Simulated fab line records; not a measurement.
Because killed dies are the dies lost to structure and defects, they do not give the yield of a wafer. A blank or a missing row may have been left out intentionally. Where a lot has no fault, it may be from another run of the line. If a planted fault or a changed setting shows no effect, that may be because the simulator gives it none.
Chamber matching -- flow nand-harc -- NHARC_A_STAIRCASE_TRIM_187 on rie-diel-07: 4 sister chambers
The step chemistry O2, time 211.2 s. 20 wafers are shown with their chamber, then 10 later ones without.

## WAFERS PAIRED WITH THEIR CHAMBERS
wafer,chamber,showerhead-plenum-p-Torr (Torr),oes-product-au (a.u.),rf-vpp-V (V)
L074.3,3,3.61,1.007,58.9
L074.4,0,3.68,0.989,57.0
L074.6,3,3.61,1.003,58.5
L077.1,1,3.47,0.995,58.1
L077.2,3,3.60,1.004,57.9
L077.4,2,3.51,0.997,59.3
L078.2,2,3.51,0.990,56.7
L078.4,3,3.60,0.993,57.8
L078.6,1,3.47,0.992,58.4
L080.1,3,3.59,1.012,58.8
L080.4,0,3.67,1.001,57.6
L080.5,2,3.51,1.007,58.2
L081.1,2,3.50,0.987,57.5
L081.2,0,3.66,1.002,56.6
L081.4,3,3.59,1.000,58.7
L084.1,2,3.50,0.996,58.0
L084.5,3,3.58,1.010,57.6
L084.6,0,3.66,0.994,58.9
L083.1,3,3.58,1.002,57.8
L083.4,0,3.66,1.004,56.7

SIGNATURES (means of the wafers above)
reading,chamber 0,chamber 1,chamber 2,chamber 3,scatter within a chamber
showerhead-plenum-p-Torr,3.6660,3.4700,3.5060,3.5950,0.00949
oes-product-au,0.99800,0.99350,0.99540,1.00388,0.00638
rf-vpp-V,57.360,58.250,57.940,58.250,0.759
Rule: for each reading, subtract the chamber's mean from the wafer's reading, divide by that reading's scatter and square the result; add these up over the readings and take the root, which gives the wafer's distance from the chamber. The wafer belongs to the nearest chamber; if the next one is less than 2 further off, it can't be placed. The scatter is the square root of a quotient: the sum, over the shown wafers, of each reading's squared deviation from its chamber's mean, divided by wafers minus chambers.

## WAFERS WHOSE CHAMBER IS MISSING
wafer,showerhead-plenum-p-Torr (Torr),oes-product-au (a.u.),rf-vpp-V (V)
L083.6,3.46,1.003,57.7
L086.3,3.65,0.997,58.8
L086.4,3.58,1.006,57.7
L086.6,3.58,1.005,57.7
L091.2,3.64,0.992,58.0
L091.3,3.45,0.989,58.2
L091.5,3.49,1.003,57.1
L092.4,3.48,0.999,58.1
L092.5,3.48,1.002,57.8
L092.6,3.45,0.995,57.2

## THE CHAMBER EACH PASSED THROUGH
wafer,from the rows above,in truth
L083.6,1,1
L086.3,0,0
L086.4,3,3
L086.6,3,3
L091.2,0,0
L091.3,1,1
L091.5,can't be placed: 2 or 1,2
L092.4,can't be placed: 1 or 2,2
L092.5,can't be placed: 1 or 2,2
L092.6,1,1
Correctly placed: 7 of 10. Cannot be placed on the basis of these rows: 3; the candidates contain the true chamber in 3. Wrongly placed: 0.
